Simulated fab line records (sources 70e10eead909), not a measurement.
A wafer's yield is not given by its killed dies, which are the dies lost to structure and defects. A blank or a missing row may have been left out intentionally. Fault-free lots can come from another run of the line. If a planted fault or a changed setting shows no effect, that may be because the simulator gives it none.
Struck lot and sound lot, side by side || flow nandHarc || 15 steps out of a route of 1159
Sound: these wafers, L347.3, L347.4, L347.5. The struck wafers were L339.2, L339.4, L339.5. At the end, the cause is stated.
Order at every step that has rows: each side's tool, ch and its chambers, its first start. Under that, the readings that differ: sound wafers || struck wafers || difference of the means || sigmas: that difference in standard deviations of wafers without a fault.
alike: readings whose means differ by less than 2 such deviations, and words and numbers that are the same on both sides. not compared: withheld readings, readings that some wafer has no value for, bounds like >300 that may hide the same value, and numbers for which the record gives no deviation and whose values overlap.
The two part at a step that has a row with sigmas, a row that says differs or no value, or rows on one side only. Numbers that don't overlap but have no deviation are shown without sigmas and don't part them. Lack of a reading on every wafer of one side parts them only where that side has two or more wafers.

first, 7 steps without rows for these wafers: NHARC_P_ZERO_WELL_HMDS_45 (time 30 s); NHARC_P_ZERO_WELL_COAT_46; NHARC_P_ZERO_WELL_SOFTBAKE_47 (time 95 s); NHARC_P_ZERO_WELL_EBR_48; NHARC_P_ZERO_WELL_EXPOSE_49 (exposes mask P HVPW, target cd 2000 nm); NHARC_P_ZERO_WELL_PEB_50 (peb time 85 s); NHARC_P_ZERO_WELL_DEVELOP_51 (time 70 s).
NHARC_P_ZERO_WELL_CD_MEAS_52 targets a cd of 2000 nm.
  sound on cdSem-01 ch 0, day 5 11:55; struck on cdSem-01 ch 0, day 3 11:39
  alike: cdNm
then, 1 step without rows for these wafers: NHARC_P_ZERO_WELL_HARDBAKE_53 (time 80 s).
NHARC_P_ZERO_WELL_DESCUM_54: chemistry O2, time 3 s.
  sound on rieDiel-11 ch 1,3, day 5 12:04; struck on rieDiel-08 ch 1,3, day 3 11:48
  alike: drypumpMotorCurrentA, oesProductAu, rfVppV, showerheadPlenumPTorr, throttleValvePct
  not compared: rfHoursCounterH
then, 2 steps without rows for these wafers: NHARC_P_ZERO_WELL_IMPLANT_55; NHARC_P_ZERO_WELL_IMPLANT_61.
NHARC_P_ZERO_WELL_STRIP_56: strips in SPM, time 840 s.
  sound on wetBench-05 ch 3,6,7, day 5 12:37; struck on wetBench-05 ch 0,1,7, day 3 12:23
  no value came back on the struck wafers for bathGuardTempC (C), bathHeatDutyPct (%); on the sound wafers bathGuardTempC (C) reads 129.8 129.5 130.2
then, 1 step without rows for these wafers: NHARC_P_ZERO_WELL_PRECLEAN_68 (cleans in SC1, time 60 s).
-- the record jumps here: 17 days lie between the struck wafers' starts before and after (it left off in module P_ZERO_WELL and takes up again in module END, whose first step shown is number 1159 of the route) --
NHARC_END_SORT_01:
  sound on prober-02 ch 0, day 24 02:45; struck on prober-01 ch 0, day 20 21:47
{"reading": "hold", "sound": "- - -", "struck": "awaitDispo/1.5h/scrap awaitDispo/1.5h/scrap awaitDispo/1.5h/scrap", "difference": "no value on the sound wafers", "sigmas": ""}
{"reading": "killedAtArray", "sound": "54 52 49", "struck": "17 17 7", "difference": -38, "sigmas": -3}
{"reading": "killedAtPeriphery", "sound": "4 0 1", "struck": "659 660 670", "difference": "+661", "sigmas": "+99 or more"}
{"reading": "killedDies", "sound": "58 53 50", "struck": "677 677 677", "difference": "+623", "sigmas": "+57"}
  alike: killedAtOther, killedOpen, killedShort

## WHERE THEY PART
First at NHARC_P_ZERO_WELL_STRIP_56; last, within this record, at NHARC_END_SORT_01.

WHY: what the simulator had put in
Beginning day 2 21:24, the whole step at NHARC_P_ZERO_WELL_STRIP_56 was skipped on wetBench-05. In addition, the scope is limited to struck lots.
